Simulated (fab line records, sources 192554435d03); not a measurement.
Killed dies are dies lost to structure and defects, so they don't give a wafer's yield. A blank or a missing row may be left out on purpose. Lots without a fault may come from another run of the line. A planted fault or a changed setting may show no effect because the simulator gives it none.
fab line records | flow n5_finfet | part 2 of 2: steps 22 to 28 of 28
record lots=5 wafers=15 last_day=17
route steps=1938 shown BEOL_M7@1280
lots that met no fault: from a run of the same line without faults
start_h: hours from the record's first day to the start of the lot's first wafer shown | wait_h: hours since the lot's step before | " the same as in the row above | L1.1+2: a row that stands for several wafers | - no value, or no start given | * or withheld: withheld | < > ~ a bound
route shown NAME@n: a module of which the file shows steps, and the number in the route of the first | usual: mean/standard deviation of fault-free wafers | same: alike in all rows | chamber/n: place in a boat | sites: the reading at each site | _std_site: their standard deviation | _edge_site: outer sites' mean less inner sites' | radius_mm: how far each site lies from the wafer's centre | mask NAME#n: copy n | behind: the tool/chamber that last shaped the wafer | hold: why the lot was held/for how many hours/how that ended | device: the transistor (n, p or np) that didn't switch | end of line: the same wafers' tests at the end of the route | a step without rows: its recipe alone | killed: dies lost to structure and defects at the first sort, not the wafer's yield | map: a wafer's dies, x killed, . not, _ none there
set.NAME: the setting as run; set.NAME@STEP: as run at that earlier step | model.NAME: the simulator's own value behind a step, which no gauge read
lots at some steps of the route; a table a step, a row a wafer
services: from which hour (start_h, from the record's first day; less than 0 if before it) a tool's chamber was out of use, for how many hours, and why
## steps
# step N5_BEOL_M7_ETCH_65
# recipe chemistry=CF4 target=SiARC target_depth_a=156 mask_material=CAR-EUV time_s=26 ion_energy_ev=80 pressure_mtorr=40 source_w=545 bias_w=36 Ar_flow_sccm=100 cf4_flow_sccm=100 ends=cleared
# usual drypump_motor_current_A=5.9/0.57 etch_rf_on_time_s=26.3/0.99 oes_product_au=0.67/0.063 rf_vpp_V=184.1/1.2 showerhead_plenum_p_Torr=2.13/0.059 throttle_valve_pct=15.54/0.21
# columns lot.wafer tool chamber start_h wait_h drypump_motor_current_A etch_rf_on_time_s oes_product_au rf_hours_counter_h rf_vpp_V showerhead_plenum_p_Torr throttle_valve_pct
L084.3 rie_diel-01 1 258.51 0.0 6.3 26.8 0.71 66 185.6 2.17 15.67
L084.5 " 2 " " 6.8 25.7 0.65 - 181.7 2.07 15.32
L084.6 " 1 " " 6.4 26.9 0.71 - 184.4 2.17 15.68
L085.1 rie_diel-04 1 266.75 0.0 5.0 25.1 0.74 58 185.4 2.17 15.52
L085.4 " 0 " " 6.1 27.8 0.60 199 184.9 2.21 15.76
L085.5 " 1 " " 5.0 25.1 0.74 - 185.4 2.17 15.53
L091.1 rie_diel-02 3 289.36 0.0 6.0 26.9 0.58 208 183.6 2.13 16.05
L091.3 " 0 " " 5.5 26.7 0.77 25 186.3 2.16 15.42
L091.4 " 1 " " 5.4 25.8 0.63 192 183.1 2.13 15.65
L095.1 rie_diel-02 2 321.27 0.0 6.2 25.2 0.72 58 186.2 2.27 15.45
L095.3 " 3 " " 6.0 27.3 0.58 218 183.9 2.13 16.08
L095.6 " 1 " " 5.4 25.8 0.62 - 185.0 2.13 15.68
L096.2 rie_diel-02 1 328.17 0.0 5.3 25.7 0.62 204 183.1 2.13 15.68
L096.3 " 2 " " 6.2 25.5 0.71 61 186.5 2.26 15.49
L096.5 " 0 " " 5.5 27.1 0.74 - 184.7 2.16 15.45
# step N5_BEOL_M7_ETCH_66
# recipe chemistry=N2/H2 target=SOC target_depth_a=800 overetch_a=160 mask_material=SiARC temp_c=40 time_s=120 ion_energy_ev=200 pressure_mtorr=30 source_w=840 bias_w=150 n2_flow_sccm=200 h2_flow_sccm=200
# usual drypump_motor_current_A=5.9/0.57 n2_flow_sccm=200.0/0.53 oes_product_au=0.60/0.049 rf_vpp_V=523.3/2.2 showerhead_plenum_p_Torr=2.53/0.079 throttle_valve_pct=17.77/0.24
# columns lot.wafer tool chamber start_h wait_h drypump_motor_current_A n2_flow_sccm oes_product_au rf_hours_counter_h rf_vpp_V showerhead_plenum_p_Torr throttle_valve_pct
L084.3 rie_diel-01 1 258.54 0.0 6.4 199.7 0.65 66 525.6 2.56 17.85
L084.5 " 2 " " 6.8 200.5 0.58 - 520.4 2.46 17.64
L084.6 " 1 " " 6.4 199.6 0.65 - 523.9 2.56 17.84
L085.1 rie_diel-04 1 266.78 0.0 5.0 199.4 0.63 58 524.2 2.61 17.95
L085.4 " 0 " " 6.1 200.3 0.55 199 527.2 2.64 18.12
L085.5 " 1 " " 5.0 199.6 0.64 - 524.2 2.61 17.97
L091.1 rie_diel-02 3 289.39 0.0 6.0 200.4 0.54 208 523.5 2.50 18.15
L091.3 " 0 " " 5.6 199.9 0.69 25 526.0 2.62 17.96
L091.4 " 1 " " 5.3 200.0 0.57 192 522.3 2.53 17.78
L095.1 rie_diel-02 2 321.29 0.0 6.2 200.0 0.63 58 526.2 2.67 17.58
L095.3 " 3 " " 6.0 198.9 0.53 218 522.2 2.50 18.17
L095.6 " 1 " " 5.3 200.0 0.56 - 523.4 2.53 17.79
L096.2 rie_diel-02 1 328.20 0.0 5.3 199.6 0.56 204 523.5 2.53 17.81
L096.3 " 2 " " 6.2 201.0 0.63 61 527.0 2.67 17.57
L096.5 " 0 " " 5.6 200.5 0.68 - 524.3 2.62 17.97
# step N5_BEOL_M7_STRIP_69
# recipe chemistry=N2/H2 temp_c=40 n2_flow_sccm=200 h2_flow_sccm=200 rf_frequency_hz=6e+07
# columns lot.wafer tool chamber start_h wait_h
L084.3+5+6 rie_diel-01 1,2,1 258.62 0.0
L085.1+4+5 rie_diel-04 1,0,1 266.86 0.0
L091.1+3+4 rie_diel-02 3,0,1 289.47 0.0
L095.1+3+6 rie_diel-02 2,3,1 321.37 0.0
L096.2+3+5 rie_diel-02 1,2,0 328.28 0.0
# step N5_BEOL_M7_STRIP_73
# recipe chemistry=N2/H2 temp_c=40 n2_flow_sccm=200 h2_flow_sccm=200 rf_frequency_hz=6e+07
# columns lot.wafer tool chamber start_h wait_h
L084.3+5+6 rie_diel-01 1,2,1 258.63 0.0
L085.1+4+5 rie_diel-04 1,0,1 266.87 0.0
L091.1+3+4 rie_diel-02 3,0,1 289.48 0.0
L095.1+3+6 rie_diel-02 2,3,1 321.38 0.0
L096.2+3+5 rie_diel-02 1,2,0 328.29 0.0
# step N5_BEOL_M7_VIA_ETCH_34
# recipe chemistry=C4F6/O2 target=SiCOH_lowk target_depth_a=1255 mask_material=SOC taper_deg=4 time_s=50.5 ion_energy_ev=250 pressure_mtorr=30 source_w=345 bias_w=185 Ar_flow_sccm=300 C4F6_flow_sccm=10 O2_flow_sccm=10
# usual C4F6_flow_sccm=10.00/0.031 drypump_motor_current_A=5.9/0.57 oes_product_au=0.78/0.071 rf_vpp_V=663/22 showerhead_plenum_p_Torr=2.83/0.089 throttle_valve_pct=20.79/0.27
# columns lot.wafer tool chamber start_h wait_h C4F6_flow_sccm drypump_motor_current_A oes_product_au rf_hours_counter_h rf_vpp_V showerhead_plenum_p_Torr throttle_valve_pct
L084.3 rie_diel-01 1 258.64 0.0 10.03 6.3 0.84 66 632 2.91 21.21
L084.5 " 2 " " 9.99 6.8 0.76 - 673 2.73 20.43
L084.6 " 1 " " 10.00 6.3 0.84 - 633 2.91 21.21
L085.1 rie_diel-04 1 266.88 0.0 10.00 5.0 0.84 58 651 2.90 20.93
L085.4 " 0 " " 10.03 6.1 0.71 199 712 2.94 21.02
L085.5 " 1 " " 10.01 5.0 0.85 - 650 2.90 20.93
L091.1 rie_diel-02 3 289.49 0.0 10.01 6.0 0.69 208 679 2.81 21.22
L091.3 " 0 " " 9.95 5.6 0.89 25 630 2.89 20.83
L091.4 " 1 " " 10.04 5.4 0.73 192 663 2.83 20.85
L095.1 rie_diel-02 2 321.39 0.0 10.00 6.2 0.83 58 652 3.00 20.73
L095.3 " 3 " " 10.07 6.0 0.67 218 679 2.81 21.26
L095.6 " 1 " " 9.98 5.3 0.72 - 664 2.83 20.86
L096.2 rie_diel-02 1 328.30 0.0 10.03 5.3 0.72 204 663 2.83 20.88
L096.3 " 2 " " 10.02 6.2 0.84 61 650 3.00 20.74
L096.5 " 0 " " 10.01 5.5 0.86 - 629 2.89 20.86
# step N5_BEOL_M7_STRIP_76
# recipe chemistry=C4F6/O2 resist=SiARC rf_frequency_hz=6e+07
# columns lot.wafer tool chamber start_h wait_h
L084.3+5+6 rie_diel-01 1,2,1 258.68 0.0
L085.1+4+5 rie_diel-04 1,0,1 266.92 0.0
L091.1+3+4 rie_diel-02 3,0,1 289.54 0.0
L095.1+3+6 rie_diel-02 2,3,1 321.44 0.0
L096.2+3+5 rie_diel-02 1,2,0 328.34 0.0
# step N5_BEOL_M7_STRIP_36
# recipe chemistry=N2/H2 power_w=450 temp_c=40 pressure_mtorr=20 rf_frequency_hz=6e+07 overash_fraction=0.3 bias_power_w=7 h2_frac=0.5 n2_flow_sccm=200 h2_flow_sccm=200
# usual drypump_motor_current_A=5.9/0.56 n2_flow_sccm=200.1/0.52 oes_product_au=0.79/0.072 rf_vpp_V=59.1/1.5 showerhead_plenum_p_Torr=2.53/0.079 throttle_valve_pct=23.6/0.34
# columns lot.wafer tool chamber start_h wait_h drypump_motor_current_A n2_flow_sccm oes_product_au rf_hours_counter_h rf_vpp_V showerhead_plenum_p_Torr throttle_valve_pct
L084.3 rie_diel-01 1 258.69 0.0 6.4 200.2 0.86 67 57.8 2.56 23.8
L084.5 " 2 " " 6.8 200.4 0.78 - 58.3 2.46 23.5
L084.6 " 1 " " 6.4 199.9 0.86 - 57.8 2.56 23.8
L085.1 rie_diel-04 1 266.93 0.0 5.0 200.6 0.82 58 58.1 2.60 24.0
L085.4 " 0 " " 6.1 200.3 0.72 199 59.7 2.63 24.1
L085.5 " 1 " " 5.0 199.7 0.84 - 59.9 2.60 24.0
L091.1 rie_diel-02 3 289.55 0.0 6.0 200.2 0.68 208 60.0 2.50 24.0
L091.3 " 0 " " 5.6 200.2 0.89 25 57.7 2.62 24.0
L091.4 " 1 " " 5.3 199.5 0.72 192 58.0 2.53 23.5
L095.1 rie_diel-02 2 321.45 0.0 6.2 199.4 0.83 58 57.9 2.67 23.4
L095.3 " 3 " " 6.0 200.0 0.67 218 58.4 2.50 24.0
L095.6 " 1 " " 5.4 199.9 0.71 - 60.0 2.52 23.5
L096.2 rie_diel-02 1 328.35 0.0 5.4 199.4 0.71 204 60.1 2.52 23.5
L096.3 " 2 " " 6.2 200.4 0.84 61 58.5 2.67 23.4
L096.5 " 0 " " 5.6 199.5 0.87 - 59.6 2.61 24.0
## services
# columns tool chamber start_h hours kind
litho_track-01 - 253.55 - consumable_replace:filter
rie_diel-02 0 264.59 16.2 repair
euv_scanner-02 - 268.33 1.0 pm
euv_scanner-01 - 269.39 1.0 pm
euv_scanner-02 0 270.84 - calibration
rie_diel-02 - 271.50 14.6 pm
euv_scanner-01 - 304.36 4.6 pm
rie_diel-04 1 310.45 4.1 repair
rie_metal-03 0 323.04 36.5 repair
euv_scanner-02 - 324.47 1.0 pm
euv_scanner-01 - 325.51 1.0 pm
